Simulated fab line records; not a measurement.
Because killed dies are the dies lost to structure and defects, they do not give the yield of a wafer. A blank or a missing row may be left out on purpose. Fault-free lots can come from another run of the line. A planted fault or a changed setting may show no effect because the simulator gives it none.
Matching of chambers -- flow n5Finfet -- N5_DUMMY_GATE_HM_OPEN_21 on rieDiel-01 has 4 sister chambers
The step chemistry CH3F/O2, target SiNx, target depth 120 nm, time 171.4 s. 20 wafers are shown with their chamber, then 10 later ones without.

== WAFERS WITH THEIR CHAMBER ==
wafer,chamber,drypumpMotorCurrentA (A),showerheadPlenumPTorr (Torr),rfVppV (V)
L074.3,3,6.6,2.12,324
L074.5,3,6.6,2.12,322
L074.6,2,5.7,2.01,318
L075.2,0,5.5,2.06,300
L075.4,1,6.6,1.93,280
L075.6,0,5.5,2.06,300
L077.1,2,5.7,2.00,315
L077.4,1,6.6,1.93,279
L077.6,2,5.7,2.00,316
L078.1,1,6.6,1.93,278
L078.5,2,5.7,2.00,318
L078.6,1,6.6,1.93,280
L083.2,0,5.5,2.06,300
L083.4,1,6.6,1.92,280
L083.6,0,5.6,2.06,301
L088.2,2,5.7,2.00,316
L088.4,1,6.6,1.92,280
L088.5,2,5.7,2.00,316
L091.1,3,6.6,2.11,322
L091.5,1,6.6,1.92,279

SIGNATURES (means of the wafers above)
reading,chamber 0,chamber 1,chamber 2,chamber 3,scatter within a chamber
drypumpMotorCurrentA,5.525,6.600,5.700,6.600,0.0217
showerheadPlenumPTorr,2.0600,1.9257,2.0017,2.1167,0.00448
rfVppV,300.25,279.43,316.50,322.67,0.956
Rule: a wafer lies at a distance from a chamber equal to the root of the sum of squares, over the readings, of (its reading less the chamber's mean, divided by the reading's scatter). The wafer belongs to the nearest chamber; if the next one is less than 2 further off, it can't be placed. How the scatter is found: for the shown wafers, subtract from each reading the mean of its chamber, square and add these, divide the total by (wafers less chambers), then take the root.

== WAFERS MISSING THEIR CHAMBER ==
wafer,drypumpMotorCurrentA (A),showerheadPlenumPTorr (Torr),rfVppV (V)
L091.6,5.5,2.06,299
L092.1,5.7,2.00,315
L092.3,6.6,2.11,322
L092.4,6.6,1.92,279
L094.2,5.5,2.06,302
L094.4,5.7,1.99,315
L094.5,6.6,2.11,322
L096.1,6.6,1.92,279
L096.4,6.6,2.11,324
L096.5,6.6,1.92,278

== EACH ONE'S CHAMBER ==
wafer,from the rows above,in truth
L091.6,0,0
L092.1,2,2
L092.3,3,3
L092.4,1,1
L094.2,0,0
L094.4,2,2
L094.5,3,3
L096.1,1,1
L096.4,3,3
L096.5,1,1
Placed correctly: 10 of 10. Number that these rows cannot place: 0. Placed wrongly: 0.
